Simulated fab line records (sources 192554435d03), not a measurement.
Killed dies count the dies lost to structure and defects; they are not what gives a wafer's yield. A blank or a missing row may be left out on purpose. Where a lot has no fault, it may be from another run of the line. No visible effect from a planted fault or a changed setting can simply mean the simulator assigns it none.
Which tool is to blame? :: flow n5Finfet :: at 1 step of a route of 1938, 12 lots with 36 wafers sampled

== WHAT THE GAUGES SHOWED, per wafer ==
N5_START_INSPECT_01: inspects for defects (unpatterned scan).
lot: L075
measured: day 1 18:02
on: defectInspect-01
rawDefectCount: 3 6 9

lot: L077
measured: day 2 06:02
on: defectInspect-01
rawDefectCount: 7 2 6

lot: L079
measured: day 2 18:02
on: defectInspect-01
rawDefectCount: 6 7 4

lot: L081
measured: day 3 06:02
on: defectInspect-01
rawDefectCount: 7 5 8

lot: L083
measured: day 3 18:02
on: defectInspect-01
rawDefectCount: 2 6 8

lot: L085
measured: day 4 06:02
on: defectInspect-02
rawDefectCount: 3 6 2

lot: L087
measured: day 4 18:02
on: defectInspect-02
rawDefectCount: 8 6 6

lot: L089
measured: day 5 06:02
on: defectInspect-01
rawDefectCount: 4 4 8

lot: L091
measured: day 5 18:02
on: defectInspect-01
rawDefectCount: 9 5 11

lot: L093
measured: day 6 06:02
on: defectInspect-01
rawDefectCount: 3 4 9

lot: L095
measured: day 6 18:02
on: defectInspect-02
rawDefectCount: 8 5 4

lot: L097
measured: day 7 06:02
on: defectInspect-02
rawDefectCount: 6 8 5

== TOOL THAT RAN EACH LOT (tool first, then ch and the chambers of the sampled wafers, then the start) ==
No process step before these readings appears in the record.

== THE ANSWER, worked out from the rows above alone ==
Rule: the lots themselves supply what counts as usual. Put in order of their means at a reading, lots are off if they are a third of the lots or fewer, leave a main group of 4 or more, and stand apart from it by a gap of 3 or more times the standard deviation of the main group's means; of several such gaps the widest counts. A main group is skipped when, at the precision printed for the reading in the tables above, its means are all equal. A lot without any number at a reading at which 4 lots or more have one is off too. All remaining lots with rows at the step are treated as sound.
Nothing can be told from this: no lot is off at any reading shown.

== WHAT THE SIMULATOR HAD INSERTED ==
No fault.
